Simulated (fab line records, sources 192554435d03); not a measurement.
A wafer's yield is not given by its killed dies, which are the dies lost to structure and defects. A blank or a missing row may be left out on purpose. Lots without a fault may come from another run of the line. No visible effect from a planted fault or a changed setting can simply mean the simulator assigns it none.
Chamber matching	flow n5Finfet	3 sister chambers for N5_BEOL_M0_SAQP_PECVD_97 on pecvd-02
The step deposits SiNx from SiH4/NH3/N2, target thk 23 nm, time 19.9 s. 3 wafers are shown with their chamber, then 7 later ones without.

WAFERS WITH THEIR CHAMBER
wafer	chamber	showerheadPlenumPTorr (Torr)
L085.5	1	5.13
L086.1	2	5.04
L086.4	0	5.20

WAFERS WITHOUT THEIR CHAMBER
wafer	showerheadPlenumPTorr (Torr)
L086.6	5.13
L087.1	5.14
L087.4	5.20
L087.5	5.04
L091.1	5.12
L091.3	5.04
L091.5	5.04

THE CHAMBER EACH PASSED THROUGH
wafer	from the rows above	in truth
L086.6	1	1
L087.1	1	1
L087.4	0	0
L087.5	2	2
L091.1	1	1
L091.3	2	2
L091.5	2	2
Correct placement for 7 of the 7. Left unplaced by these rows: 0. Number placed wrongly: 0.
How it was worked out, from the rows above alone: a wafer's distance from a chamber is the root of the sum, over the readings, of the square of ((its reading less the chamber's mean) divided by the reading's scatter). The wafer belongs to the nearest chamber; if the next one is less than 2 further off, it can't be placed. The mean given for a chamber averages the wafers shown for that chamber. The scatter: root of mean squared gap, hidden wafer to nearest shown wafer, with one shown wafer a chamber.
